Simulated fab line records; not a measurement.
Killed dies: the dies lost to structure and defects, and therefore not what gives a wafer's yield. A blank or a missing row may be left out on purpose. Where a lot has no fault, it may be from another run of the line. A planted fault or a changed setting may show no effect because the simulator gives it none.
Check for tools in common ; flow n5Finfet ; 9 lots and 25 wafers in the sample

## REASON FOR OPENING
Flagged at N5_BEOL_M4_INSPECT_59: reading rawDefectCount, on 2 of 9 lots. No-fault wafers: 69, standard deviation 26.
Rule: a lot is flagged in two cases, either no wafer of it has a number, or all its wafers with numbers fall more than 4 standard deviations from that mean. The other lots count as sound.

lot;measured;on;rawDefectCount, wafer by wafer;flag
L219;day 7 17:23;defectInspect-01;110 85 117;
L222;day 8 07:34;defectInspect-01;29 63 75;
L226;day 9 22:11;defectInspect-01;441 443 527;FLAGGED
L227;day 10 02:05;defectInspect-02;430 446 450;FLAGGED
L233;day 11 16:49;defectInspect-02;117 113 62;
L234;day 12 10:05;defectInspect-02;81 56;
L239;day 12 22:41;defectInspect-02;89 54 59;
L240;day 13 01:01;defectInspect-02;55 60;
L242;day 14 08:55;defectInspect-02;40 49 68;
The numbers of the flagged lots are 456 on average: +387 against the usual, or +15 standard deviations.

## WHICH TOOL EACH LOT WENT THROUGH
3 process steps preceding the reading are held in the record, out of 1938 steps in the route. In each cell: the tool, then ch and the chambers that the sampled wafers went through, then the start.
lot;flag;N5_BEOL_M4_ANNEAL_91;N5_BEOL_M4_ANNEAL_95;N5_BEOL_M4_DEP_57
L219;;pvdSputter-02, day 7 15:44;pvdSputter-02, day 7 16:10;pecvd-01 ch 1,2, day 7 17:17
L222;;pvdSputter-01, day 8 05:55;pvdSputter-01, day 8 06:22;pecvd-01 ch 0,2, day 8 07:29
L226;FLAGGED;pvdSputter-03, day 9 20:10;pvdSputter-03, day 9 20:37;pecvd-01 ch 0,1, day 9 22:05
L227;FLAGGED;pvdSputter-02, day 10 00:23;pvdSputter-02, day 10 00:49;pecvd-01 ch 0,1, day 10 02:00
L233;;pvdSputter-02, day 11 15:08;pvdSputter-02, day 11 15:34;pecvd-02 ch 1,2, day 11 16:43
L234;;pvdSputter-01, day 12 08:22;pvdSputter-01, day 12 08:49;pecvd-03 ch 1,2, day 12 10:00
L239;;pvdSputter-02, day 12 20:19;pvdSputter-02, day 12 20:46;pecvd-02 ch 1,2, day 12 22:35
L240;;pvdSputter-03, day 12 23:13;pvdSputter-03, day 12 23:40;pecvd-02 ch 0,1, day 13 00:57
L242;;pvdSputter-03, day 14 07:15;pvdSputter-03, day 14 07:41;pecvd-01 ch 0,1,2, day 14 08:49
What is done by these steps:
- N5_BEOL_M4_ANNEAL_91: time 240 s.
- N5_BEOL_M4_ANNEAL_95: time 240 s.
- N5_BEOL_M4_DEP_57: deposits SiCN from 3MS/NH3, target thk 8 nm, time 14 s.
- N5_BEOL_M4_INSPECT_59: inspects for defects (darkfield).

## FLAGGED OVER TOTAL, TOOL BY TOOL (the gauges that took the reading come last)
step;tool;lots run;flagged;share of the flagged lots;sound lots run after its first flagged lot
N5_BEOL_M4_ANNEAL_91;pvdSputter-01;2;0;none;-
N5_BEOL_M4_ANNEAL_91;pvdSputter-02;4;1;some;2 (L233,L239)
N5_BEOL_M4_ANNEAL_91;pvdSputter-03;3;1;some;2 (L240,L242)
N5_BEOL_M4_ANNEAL_95;pvdSputter-01;2;0;none;-
N5_BEOL_M4_ANNEAL_95;pvdSputter-02;4;1;some;2 (L233,L239)
N5_BEOL_M4_ANNEAL_95;pvdSputter-03;3;1;some;2 (L240,L242)
N5_BEOL_M4_DEP_57;pecvd-01;5;2;all;1 (L242)
N5_BEOL_M4_DEP_57;pecvd-02;3;0;none;-
N5_BEOL_M4_DEP_57;pecvd-03;1;0;none;-
N5_BEOL_M4_INSPECT_59;defectInspect-01;3;1;some;0
N5_BEOL_M4_INSPECT_59;defectInspect-02;6;1;some;5 (L233,L234,L239,L240,L242)

## WHAT IS ALLOWED BY THE TABLE
Rows of the table that ran each flagged lot: 1, that is pecvd-01 at N5_BEOL_M4_DEP_57.
- pecvd-01 at N5_BEOL_M4_DEP_57: 2 of its 5 lots flagged. After the first flagged lot (L242), sound lots still ran on it; a lasting fault on the whole tool would not permit that.
Every row of the table either missed a flagged lot or ran a sound lot after the first.

## WHAT WAS PUT IN BY THE SIMULATOR
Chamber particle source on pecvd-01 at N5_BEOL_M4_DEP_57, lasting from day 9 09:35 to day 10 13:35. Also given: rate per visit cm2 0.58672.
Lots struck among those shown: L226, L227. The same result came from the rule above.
